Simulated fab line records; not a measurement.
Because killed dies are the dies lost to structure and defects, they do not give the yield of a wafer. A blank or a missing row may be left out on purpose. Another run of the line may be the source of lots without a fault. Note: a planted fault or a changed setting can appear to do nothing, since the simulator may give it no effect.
Code-filled problem report in 8D (eight disciplines) form | flow nand-harc | the parts of the form that need people (team, actions taken, sign-off) are left out

== 1. PROBLEM STATEMENT ==
At NHARC_A_ONON_D1_THK_MEAS_08, thk-nm averages 1434 nm over 3 wafers from 2 lots, while fault-free wafers read 999 nm, standard deviation 9.9. Relative to the usual mean, that is a shift of +44 standard deviations.
The step: measures by ellipsometry.
The first sign was on wafer L397.1 at day 15 04:29, on film-metro-02. The record has a number at this step for 42 wafers belonging to 14 lots. The rule behind "out" and "out of limits": a value lying over 4 standard deviations away from the usual mean. The rest of the wafers with a number are treated as sound.

== 2. WHAT IT IS; WHAT IT IS NOT ==
question                    | is                           | is not
which readings at this step | thk-nm                       | -
which lots                  | L397, L400                   | L380, L381, L382, L385, L386, L387, L388, L390, L391, L393, L395, L403
which wafers of those lots  | L397.1, L400.1, L400.4       | L397.3, L397.5, L400.5
read on which gauges        | film-metro-01, film-metro-02 | -
when                        | from day 15 04:29            | up to then (35 sound wafers); but 4 sound wafers of L400, L403 came after

== 3. SUSPECTS, AND WHAT RULES EACH OUT ==
Counting: a tool at a process step up to the reading stays a suspect if it ran every lot that is out. Sound lots after the first of them don't rule it out here, since some wafers of a struck lot are sound.
- the gauge at NHARC_A_ONON_D1_THK_MEAS_08 has been ruled out. Those wafers that are out were read across 2 gauges (film-metro-01, film-metro-02).
- pecvd-onon-03 at NHARC_A_ONON_D1_DEP_06 (target thk 1000 nm): kept. It processed each lot that is out (first: L397, day 15 03:58); up to then, its last sound lot is L395 (day 14 04:07).
Remaining after the count: pecvd-onon-03 at NHARC_A_ONON_D1_DEP_06.

== 4. THE CAUSE (what the simulator had put in) ==
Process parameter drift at NHARC_A_ONON_D1_DEP_06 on pecvd-onon-03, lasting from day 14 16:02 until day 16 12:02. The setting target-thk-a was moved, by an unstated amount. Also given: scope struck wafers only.
Counting left only this tool.

== 5. SEQUENCE OF EFFECTS, ordered by route ==
Rows list readings where the struck wafers' mean (over those with a number) sits beyond 3 standard deviations from the usual. Readings are gone through only where the record gives a usual standard deviation; hours: the median, over the lots, of the time from a lot's start at the first step in this table giving one to that lot's start at this step; sigmas: the change measured in usual standard deviations.
hours | step                        | reading         | usual  | on struck wafers | change | sigmas
0     | NHARC_A_ONON_D1_THK_MEAS_08 | thk-nm          | 999 nm | 1434             | +435   | +44
414   | NHARC_END_SORT_01           | killed-at-array | 59     | 670              | +611   | +29
414   | NHARC_END_SORT_01           | killed-dies     | 64     | 677              | +613   | +29

== 6. HOW IT WOULD HAVE BEEN CAUGHT EARLIER ==
In this record the first reading out of limits at a measuring or inspecting step was taken at day 15 04:29, 12 hours after the fault began at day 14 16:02.
An alarm limit of 4 standard deviations would not have fired on the tool readings at NHARC_A_ONON_D1_DEP_06 for which the record gives a usual standard deviation, since none of them was out on any struck wafer.
Of the lots that are out (2), L400 began NHARC_A_ONON_D1_DEP_06 on pecvd-onon-03 after day 15 04:29. Holding the tool at that time would have saved it.
